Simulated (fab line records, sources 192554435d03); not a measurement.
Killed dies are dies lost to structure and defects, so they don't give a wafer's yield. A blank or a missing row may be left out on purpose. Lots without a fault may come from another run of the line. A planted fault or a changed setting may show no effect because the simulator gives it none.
fab line records | flow n5_finfet | part 1 of 2: steps 1 to 24 of 33
record lots=5 wafers=15 last_day=15
route steps=1938 shown BEOL_M1@836 BEOL_M2@841
lots that met no fault: from a run of the same line without faults
start_h: hours from the record's first day to the start of the lot's first wafer shown | wait_h: hours since the lot's step before | " the same as in the row above | L1.1+2: a row that stands for several wafers | - no value, or no start given | * or withheld: withheld | < > ~ a bound
route shown NAME@n: a module of which the file shows steps, and the number in the route of the first | usual: mean/standard deviation of fault-free wafers | same: alike in all rows | chamber/n: place in a boat | sites: the reading at each site | _std_site: their standard deviation | _edge_site: outer sites' mean less inner sites' | radius_mm: how far each site lies from the wafer's centre | mask NAME#n: copy n | behind: the tool/chamber that last shaped the wafer | hold: why the lot was held/for how many hours/how that ended | device: the transistor (n, p or np) that didn't switch | end of line: the same wafers' tests at the end of the route | a step without rows: its recipe alone | killed: dies lost to structure and defects at the first sort, not the wafer's yield | map: a wafer's dies, x killed, . not, _ none there
set.NAME: the setting as run; set.NAME@STEP: as run at that earlier step | model.NAME: the simulator's own value behind a step, which no gauge read
lots at some steps of the route; a table a step, a row a wafer
services: from which hour (start_h, from the record's first day; less than 0 if before it) a tool's chamber was out of use, for how many hours, and why
## steps
# step N5_BEOL_M1_CO_CAP_55
# recipe material=Co target_thk_a=20 temp_c=200 precursor=CCTBA/H2 pressure_torr=30 time_s=102.1
# usual chamber_pressure_Torr=30.00/0.055 heater_power_w=250/42
# columns lot.wafer tool chamber start_h wait_h chamber_pressure_Torr heater_power_w
L075.1 cvd_co-02 0 135.66 0.0 29.95 296
L075.3 " 0 " " 29.97 294
L075.6 " 0 " " 30.06 291
L077.2 cvd_co-02 1 144.15 0.0 30.03 197
L077.3 " 0 " " 30.02 291
L077.5 " 2 " " 30.05 233
L082.3 cvd_co-01 2 178.10 0.0 30.04 199
L082.4 " 1 " " 30.06 281
L082.5 " 0 " " 30.09 291
L085.1 cvd_co-02 0 208.43 0.0 29.95 286
L085.4 " 1 " " 29.96 199
L085.5 " 0 " " 29.99 294
L090.2 cvd_co-01 0 224.84 0.0 30.09 292
L090.4 " 0 " " 30.04 297
L090.6 " 1 " " 30.03 287
# step N5_BEOL_M1_PRE_CLEAN_56
# recipe gas=NH3 time_s=15 temp_c=withheld rf_power_w=300
# columns lot.wafer tool chamber start_h wait_h
L075.1+3+6 pecvd-04 2,0,2 135.79 0.1
L077.2+3+5 pecvd-03 0,2,1 144.24 0.1
L082.3+4+5 pecvd-03 2,1,0 178.20 0.1
L085.1+4+5 pecvd-04 0,0,2 208.52 0.1
L090.2+4+6 pecvd-04 0,0,2 224.93 0.1
# step N5_BEOL_M1_DEP_57
# recipe material=SiCN target_thk_a=80 temp_c=withheld precursor=3MS/NH3 pressure_torr=3 rf_w=202 time_s=14
# usual chamber_pressure_Torr=3.000/0.0067 showerhead_plenum_p_Torr=3.665/0.013 throttle_valve_pct=9.1/0.42
# columns lot.wafer tool chamber start_h wait_h chamber_pressure_Torr showerhead_plenum_p_Torr throttle_valve_pct
L075.1 pecvd-04 2 135.82 0.0 2.991 3.676 8.4
L075.3 " 0 " " 2.988 3.666 8.5
L075.6 " 2 " " 2.988 3.679 8.5
L077.2 pecvd-03 0 144.27 0.0 3.000 3.632 9.5
L077.3 " 2 " " 3.000 3.660 9.4
L077.5 " 1 " " 2.993 3.674 9.3
L082.3 pecvd-03 2 178.22 0.0 3.015 3.658 9.5
L082.4 " 1 " " 3.011 3.674 9.4
L082.5 " 0 " " 3.004 3.649 9.2
L085.1 pecvd-04 0 208.54 0.0 3.004 3.661 8.8
L085.4 " 0 " " 3.002 3.670 8.8
L085.5 " 2 " " 3.000 3.676 8.6
L090.2 pecvd-04 0 224.96 0.0 3.002 3.678 8.6
L090.4 " 0 " " 2.996 3.672 8.7
L090.6 " 2 " " 3.008 3.667 8.3
# step N5_BEOL_M1_RS_MEAS_58
# recipe thk_meas_gauge=four-point-probe reads=Co_of_BEOL_M1_CO_CAP_55+Cu_of_BEOL_M1_ECD_50+Co_of_BEOL_M1_CVD_47+TaN_of_BEOL_M1_ALD_84
# usual M1_RS=0.68/0.038
# columns lot.wafer tool chamber start_h wait_h M1_RS[ohm/sq]
L075.1 film_metro-02 - 135.88 0.0 0.66
L075.3 " - " " 0.71
L075.6 " - " " 0.64
L077.2 film_metro-01 - 144.33 0.1 0.63
L077.3 " - " " 0.76
L077.5 " - " " 0.66
L082.3 film_metro-01 - 178.29 0.1 0.70
L082.4 " - " " 0.63
L082.5 " - " " 0.68
L085.1 film_metro-02 - 208.61 0.0 0.65
L085.4 " - " " 0.65
L085.5 " - " " 0.67
L090.2 film_metro-02 - 225.02 0.1 0.66
L090.4 " - " " 0.66
L090.6 " - " " 0.72
# step N5_BEOL_M1_INSPECT_59
# recipe inspect_instrument=darkfield mode=post_dep
# usual raw_defect_count=74/22
# columns lot.wafer tool chamber start_h wait_h raw_defect_count
L075.1 defect_inspect-02 - 135.91 0.0 84
L075.3 " - " " 78
L075.6 " - " " 65
L077.2 defect_inspect-02 - 144.36 0.0 70
L077.3 " - " " 75
L077.5 " - " " 95
L082.3 defect_inspect-01 - 178.31 0.0 49
L082.4 " - " " 47
L082.5 " - " " 52
L085.1 defect_inspect-02 - 208.64 0.0 118
L085.4 " - " " 52
L085.5 " - " " 51
L090.2 defect_inspect-01 - 225.05 0.0 74
L090.4 " - " " 62
L090.6 " - " " 34
# step N5_BEOL_M2_ILD_DEP_00
# recipe material=SiOC target_thk_a=790 temp_c=350 precursor=DEMS/O2 pressure_torr=5 rf_w=500 time_s=15.3
# usual chamber_pressure_Torr=4.999/0.01 heater_power_w=500/93 showerhead_plenum_p_Torr=5.704/0.015 throttle_valve_pct=11.9/0.42
# columns lot.wafer tool chamber start_h wait_h chamber_pressure_Torr heater_power_w showerhead_plenum_p_Torr throttle_valve_pct
L075.1 pecvd-04 0 135.95 0.0 5.020 611 5.698 11.5
L075.3 " 1 " " 4.995 658 5.692 12.5
L075.6 " 0 " " 5.015 627 5.689 11.5
L077.2 pecvd-02 0 144.40 0.0 5.001 587 5.726 11.4
L077.3 " 1 " " 4.998 414 5.689 12.2
L077.5 " 1 " " 5.000 425 5.690 12.2
L082.3 pecvd-02 0 178.35 0.0 5.007 533 5.714 11.7
L082.4 " 1 " " 4.996 384 5.700 12.0
L082.5 " 0 " " 5.011 546 5.709 11.9
L085.1 pecvd-01 0 208.67 0.0 5.002 452 5.694 11.9
L085.4 " 0 " " 4.995 465 5.688 12.2
L085.5 " 0 " " 4.989 482 5.694 11.8
L090.2 pecvd-02 0 225.08 0.0 4.998 576 5.745 11.6
L090.4 " 2 " " 5.007 374 5.712 11.4
L090.6 " 1 " " 4.995 420 5.704 12.3
# step N5_BEOL_M2_THK_MEAS_01
# recipe reads=SiOC_of_BEOL_M2_ILD_DEP_00
# usual M2_ILD_THK=78.8/1.1
# columns lot.wafer tool chamber start_h wait_h M2_ILD_THK[nm]
L075.1 film_metro-01 - 136.01 0.0 77.2
L075.3 " - " " 77.1
L075.6 " - " " 78.8
L077.2 film_metro-02 - 144.46 0.1 78.5
L077.3 " - " " 78.6
L077.5 " - " " 80.0
L082.3 film_metro-02 - 178.42 0.1 78.6
L082.4 " - " " 80.0
L082.5 " - " " 80.2
L085.1 film_metro-01 - 208.76 0.1 78.8
L085.4 " - " " 80.3
L085.5 " - " " 81.1
L090.2 film_metro-01 - 225.15 0.1 78.7
L090.4 " - " " 78.3
L090.6 " - " " 79.4
# step N5_BEOL_M2_PECVD_72
# recipe material=SiO2 target_thk_a=160 temp_c=400 precursor=TEOS/O2 pressure_torr=5.5 rf_w=450 teos_flow_sccm=53.8 gas=O2 flow_sccm=3000 time_s=18
# usual chamber_pressure_Torr=5.500/0.012 heater_power_w=777/92 showerhead_plenum_p_Torr=8.81/0.047 throttle_valve_pct=22.2/0.96
# columns lot.wafer tool chamber start_h wait_h chamber_pressure_Torr heater_power_w showerhead_plenum_p_Torr throttle_valve_pct
L075.1 pecvd-02 0 136.05 0.0 5.503 866 8.90 21.9
L075.3 " 2 " " 5.502 554 8.81 21.4
L075.6 " 2 " " 5.490 555 8.80 21.6
L077.2 pecvd-01 1 144.50 0.0 5.499 783 8.84 23.5
L077.3 " 0 " " 5.491 690 8.76 22.4
L077.5 " 2 " " 5.519 832 8.88 22.1
L082.3 pecvd-01 2 178.45 0.0 5.494 837 8.88 21.9
L082.4 " 1 " " 5.507 822 8.82 23.1
L082.5 " 2 " " 5.489 848 8.91 22.0
L085.1 pecvd-04 2 208.79 0.0 5.498 799 8.86 20.8
L085.4 " 0 " " 5.500 819 8.80 21.6
L085.5 " 2 " " 5.494 804 8.83 20.9
L090.2 pecvd-04 1 225.19 0.0 5.512 810 8.78 23.5
L090.4 " 2 " " 5.495 747 8.86 21.0
L090.6 " 1 " " 5.505 824 8.75 24.0
# step N5_BEOL_M2_HM_DEP_02
# recipe material=TiN target_thk_a=200 temp_c=25 chamber_pressure_pa=0.49996
# usual throttle_valve_pct=30.4/1.3
# columns lot.wafer tool chamber start_h wait_h throttle_valve_pct
L075.1 pvd_sputter-01 - 137.24 1.2 31.2
L075.3 " - " " 31.0
L075.6 " - " " 31.3
L077.2 pvd_sputter-02 - 145.01 0.5 30.0
L077.3 " - " " 31.5
L077.5 " - " " 31.6
L082.3 pvd_sputter-02 - 179.16 0.7 31.4
L082.4 " - " " 27.9
L082.5 " - " " 31.3
L085.1 pvd_sputter-02 - 210.62 1.8 28.1
L085.4 " - " " 29.8
L085.5 " - " " 31.3
L090.2 pvd_sputter-01 - 227.79 2.6 29.0
L090.4 " - " " 31.4
L090.6 " - " " 31.3
# step N5_BEOL_M2_COAT_61
# recipe resist=SOC temp_c=250 time_s=60 spin_rpm=1500 resist_thk_nm=60
# columns lot.wafer tool chamber start_h wait_h
L075.1+3+6 litho_track-03 0 137.36 0.1
L077.2+3+5 litho_track-01 0 145.13 0.1
L082.3+4+5 litho_track-02 0 179.29 0.1
L085.1+4+5 litho_track-02 0 210.75 0.1
L090.2+4+6 litho_track-01 0 227.92 0.1
# step N5_BEOL_M2_COAT_62
# recipe resist=SiARC temp_c=220 time_s=60 spin_rpm=1500 resist_thk_nm=12
# columns lot.wafer tool chamber start_h wait_h
L075.1+3+6 litho_track-03 0 - -
L077.2+3+5 litho_track-01 0 - -
L082.3+4+5 litho_track-02 0 - -
L085.1+4+5 litho_track-02 0 - -
L090.2+4+6 litho_track-01 0 - -
# step N5_BEOL_M2_COAT_73
# recipe resist=underlayer temp_c=205 time_s=60 spin_rpm=1500 resist_thk_nm=5
# columns lot.wafer tool chamber start_h wait_h
L075.1+3+6 litho_track-03 0 - -
L077.2+3+5 litho_track-01 0 - -
L082.3+4+5 litho_track-02 0 - -
L085.1+4+5 litho_track-02 0 - -
L090.2+4+6 litho_track-01 0 - -
# step N5_BEOL_M2_COAT_05
# recipe resist=CAR-EUV spin_rpm=1500 resist_thk_nm=30
# columns lot.wafer tool chamber start_h wait_h
L075.1+3+6 litho_track-03 0 - -
L077.2+3+5 litho_track-01 0 - -
L082.3+4+5 litho_track-02 0 - -
L085.1+4+5 litho_track-02 0 - -
L090.2+4+6 litho_track-01 0 - -
# step N5_BEOL_M2_EBR_07
# recipe solvent=PGMEA ebr_width_mm=1.5
# columns lot.wafer tool chamber start_h wait_h
L075.1+3+6 litho_track-03 0 - -
L077.2+3+5 litho_track-01 0 - -
L082.3+4+5 litho_track-02 0 - -
L085.1+4+5 litho_track-02 0 - -
L090.2+4+6 litho_track-01 0 - -
# step N5_BEOL_M2_SOFTBAKE_06
# recipe temp_c=110 time_s=60 resist=CAR-EUV
# columns lot.wafer tool chamber start_h wait_h
L075.1+3+6 litho_track-03 0 - -
L077.2+3+5 litho_track-01 0 - -
L082.3+4+5 litho_track-02 0 - -
L085.1+4+5 litho_track-02 0 - -
L090.2+4+6 litho_track-01 0 - -
# step N5_BEOL_M2_EXPOSE_08
# recipe mask_id=M2 na=0.33 source_shape=dipole sigma_inner=0.369 sigma_outer=0.767 polarization=unpolarized dose_mj=41.25
# columns lot.wafer tool chamber start_h wait_h mask
L075.1+3+6 euv_scanner-01 0 137.62 - M2#0
L077.2+3+5 euv_scanner-01 0 145.40 - M2#0
L082.3+4+5 euv_scanner-01 0 179.44 - M2#0
L085.1+4+5 euv_scanner-02 0 210.88 - M2#0
L090.2+4+6 euv_scanner-02 0 228.18 - M2#0
# step N5_BEOL_M2_PEB_09
# recipe peb_temp_c=100 peb_time_s=60 resist=CAR-EUV
# columns lot.wafer tool chamber start_h wait_h
L075.1+3+6 litho_track-01 0 137.69 0.1
L077.2+3+5 litho_track-03 0 145.46 0.1
L082.3+4+5 litho_track-02 0 179.49 0.0
L085.1+4+5 litho_track-03 0 210.95 0.1
L090.2+4+6 litho_track-01 0 228.24 0.1
# step N5_BEOL_M2_DEVELOP_10
# recipe develop_time_s=30 developer=TMAH resist=CAR-EUV rinse_liquid=surfactant_rinse dry=air_spin dev_temp_c=23
# same develop_time_s=30
# columns lot.wafer tool chamber start_h wait_h
L075.1+3+6 litho_track-01 0 - -
L077.2+3+5 litho_track-03 0 - -
L082.3+4+5 litho_track-02 0 - -
L085.1+4+5 litho_track-03 0 - -
L090.2+4+6 litho_track-01 0 - -
# step N5_BEOL_M2_CD_MEAS_11
# recipe target_cd_nm=16.79 landing_energy_ev=500 detector=se_inlens polarity=opening
# usual cd_nm=16.76/0.24
# columns lot.wafer tool chamber start_h wait_h cd_nm
L075.1 cd_sem-02 0 137.76 - 16.97
L075.3 " 0 " " 16.96
L075.6 " 0 " " 16.85
L077.2 cd_sem-01 0 145.53 - 17.14
L077.3 " 0 " " 16.77
L077.5 " 0 " " 17.23
L082.3 cd_sem-01 0 179.56 - 16.73
L082.4 " 0 " " 16.66
L082.5 " 0 " " 16.88
L085.1 cd_sem-02 0 211.02 - 16.62
L085.4 " 0 " " 16.85
L085.5 " 0 " " 16.87
L090.2 cd_sem-03 0 228.31 - 16.75
L090.4 " 0 " " 16.78
L090.6 " 0 " " 17.04
# step N5_BEOL_M2_OVL_MEAS_12
# recipe points_per_wafer=522
# usual M2_OVL=0.1/0.65
# columns lot.wafer tool chamber start_h wait_h M2_OVL[nm]
L075.1 overlay-01 0 137.79 0.0 0.9
L075.3 " 0 " " 0.6
L075.6 " 0 " " 0.6
L077.2 overlay-01 0 145.56 0.0 -0.4
L077.3 " 0 " " 1.0
L077.5 " 0 " " 0.4
L082.3 overlay-02 0 179.61 0.0 0.5
L082.4 " 0 " " 0.3
L082.5 " 0 " " 0.7
L085.1 overlay-01 0 211.05 0.0 -0.3
L085.4 " 0 " " 0.2
L085.5 " 0 " " 0.3
L090.2 overlay-01 0 228.35 0.0 -0.5
L090.4 " 0 " " -1.0
L090.6 " 0 " " -0.2
# step N5_BEOL_M2_INSPECT_13
# recipe mode=adi inspect_instrument=brightfield
# usual raw_defect_count=397/79
# columns lot.wafer tool chamber start_h wait_h raw_defect_count
L075.1 defect_inspect-02 - 137.84 0.1 555
L075.3 " - " " 387
L075.6 " - " " 416
L077.2 defect_inspect-01 - 145.61 0.0 335
L077.3 " - " " 369
L077.5 " - " " 419
L082.3 defect_inspect-02 - 179.66 0.0 347
L082.4 " - " " 351
L082.5 " - " " 437
L085.1 defect_inspect-01 - 211.10 0.1 276
L085.4 " - " " 493
L085.5 " - " " 236
L090.2 defect_inspect-01 - 228.40 0.0 268
L090.4 " - " " 375
L090.6 " - " " 258
# step N5_BEOL_M2_DESCUM_16
# recipe chemistry=O2 time_s=7 source_power_w=50 bias_power_w=20 pressure_mtorr=20 rf_frequency_hz=2.712e+07 temp_c=40 resist=CAR-EUV o2_flow_sccm=225
# usual drypump_motor_current_A=5.7/0.42 oes_product_au=0.77/0.069 rf_vpp_V=243.5/1.1 showerhead_plenum_p_Torr=2.12/0.054 throttle_valve_pct=20.40/0.21
# columns lot.wafer tool chamber start_h wait_h drypump_motor_current_A oes_product_au rf_hours_counter_h rf_vpp_V showerhead_plenum_p_Torr throttle_valve_pct
L075.1 rie_diel-03 1 137.88 0.0 5.4 0.77 125 243.8 2.10 20.13
L075.3 " 2 " " 5.2 0.78 153 241.8 2.09 20.20
L075.6 " 3 " " 5.9 0.68 - 244.1 2.18 20.56
L077.2 rie_diel-01 1 145.77 0.2 5.1 0.70 225 243.9 2.18 20.55
L077.3 " 3 " " 6.1 0.86 31 246.4 2.20 20.06
L077.5 " 2 " " 4.8 0.72 - 240.9 2.01 20.60
L082.3 rie_diel-04 3 180.28 0.6 5.9 0.71 208 243.3 2.17 20.46
L082.4 " 0 " " 6.0 0.74 172 241.8 2.10 20.76
L082.5 " 1 " " 6.0 0.86 - 243.8 2.13 20.57
L085.1 rie_diel-04 3 211.26 0.2 5.9 0.71 219 244.1 2.16 20.47
L085.4 " 1 " " 6.0 0.85 - 244.5 2.13 20.58
L085.5 " 0 " " 6.1 0.74 - 242.8 2.09 20.79
L090.2 rie_diel-01 0 228.43 0.0 5.8 0.74 180 243.7 2.10 20.43
L090.4 " 0 " " 5.9 0.75 - 242.0 2.10 20.43
L090.6 " 1 " " 5.1 0.68 - 244.5 2.17 20.60
# step N5_BEOL_M2_ETCH_74
# recipe chemistry=N2/H2 target=underlayer target_depth_a=65 mask_material=CAR-EUV time_s=5.2 ion_energy_ev=200 pressure_mtorr=30 source_w=840 bias_w=150 n2_flow_sccm=200 h2_flow_sccm=200 ends=cleared
# usual drypump_motor_current_A=5.7/0.42 etch_rf_on_time_s=5.20/0.1 oes_product_au=0.65/0.058 rf_vpp_V=524.6/2.2 showerhead_plenum_p_Torr=2.57/0.063 throttle_valve_pct=17.76/0.2
# columns lot.wafer tool chamber start_h wait_h drypump_motor_current_A etch_rf_on_time_s oes_product_au rf_hours_counter_h rf_vpp_V showerhead_plenum_p_Torr throttle_valve_pct
L075.1 rie_diel-03 1 137.91 0.0 5.4 5.37 0.65 125 523.2 2.56 17.65
L075.3 " 2 " " 5.2 5.25 0.67 153 524.8 2.53 17.58
L075.6 " 3 " " 5.9 5.26 0.57 - 526.1 2.62 17.93
L077.2 rie_diel-01 1 145.81 0.0 5.1 5.01 0.62 225 525.0 2.63 17.89
L077.3 " 3 " " 6.2 5.02 0.74 31 527.2 2.69 17.50
L077.5 " 2 " " 4.8 5.10 0.62 - 520.9 2.44 18.02
L082.3 rie_diel-04 3 180.32 0.0 5.9 5.27 0.61 208 523.4 2.61 17.77
L082.4 " 0 " " 6.1 5.31 0.64 172 522.1 2.53 18.09
L082.5 " 1 " " 6.0 5.16 0.72 - 525.1 2.59 17.92
L085.1 rie_diel-04 3 211.30 0.0 5.9 5.12 0.61 219 527.2 2.61 17.81
L085.4 " 1 " " 6.0 5.08 0.72 - 524.6 2.59 17.93
L085.5 " 0 " " 6.1 5.22 0.64 - 522.8 2.53 18.09
L090.2 rie_diel-01 0 228.47 0.0 5.8 5.29 0.63 180 524.0 2.52 17.76
L090.4 " 0 " " 5.8 5.22 0.61 - 523.8 2.52 17.76
L090.6 " 1 " " 5.0 5.07 0.59 - 525.0 2.61 17.96
# step N5_BEOL_M2_ETCH_63
# recipe chemistry=CF4 target=SiARC target_depth_a=156 mask_material=CAR-EUV time_s=26 ion_energy_ev=80 pressure_mtorr=40 source_w=545 bias_w=36 Ar_flow_sccm=100 cf4_flow_sccm=100 ends=cleared
# usual drypump_motor_current_A=5.7/0.42 etch_rf_on_time_s=26.0/0.47 oes_product_au=0.66/0.058 rf_vpp_V=184.4/1.1 showerhead_plenum_p_Torr=2.16/0.052 throttle_valve_pct=15.56/0.17
# columns lot.wafer tool chamber start_h wait_h drypump_motor_current_A etch_rf_on_time_s oes_product_au rf_hours_counter_h rf_vpp_V showerhead_plenum_p_Torr throttle_valve_pct
L075.1 rie_diel-03 1 137.93 0.0 5.4 26.3 0.66 125 183.7 2.15 15.36
L075.3 " 2 " " 5.2 25.3 0.67 153 185.6 2.14 15.46
L075.6 " 3 " " 5.9 25.9 0.59 - 184.3 2.21 15.72
L077.2 rie_diel-01 1 145.82 0.0 5.1 24.9 0.62 225 184.5 2.20 15.62
L077.3 " 3 " " 6.2 25.2 0.75 31 186.0 2.28 15.44
L077.5 " 2 " " 4.8 25.9 0.62 - 181.8 2.05 15.70
L082.3 rie_diel-04 3 180.33 0.0 5.9 26.3 0.61 208 184.0 2.20 15.62
L082.4 " 0 " " 6.1 26.6 0.63 172 184.3 2.13 15.86
L082.5 " 1 " " 6.0 26.0 0.72 - 184.5 2.17 15.62
L085.1 rie_diel-04 3 211.32 0.0 5.9 25.8 0.61 219 184.3 2.20 15.65
L085.4 " 1 " " 6.0 25.7 0.71 - 184.8 2.17 15.65
L085.5 " 0 " " 6.1 26.2 0.63 - 184.9 2.13 15.90
L090.2 rie_diel-01 0 228.48 0.0 5.8 26.0 0.63 180 183.8 2.13 15.55
L090.4 " 0 " " 5.8 25.9 0.63 - 182.9 2.13 15.53
L090.6 " 1 " " 5.1 25.1 0.60 - 185.0 2.19 15.68
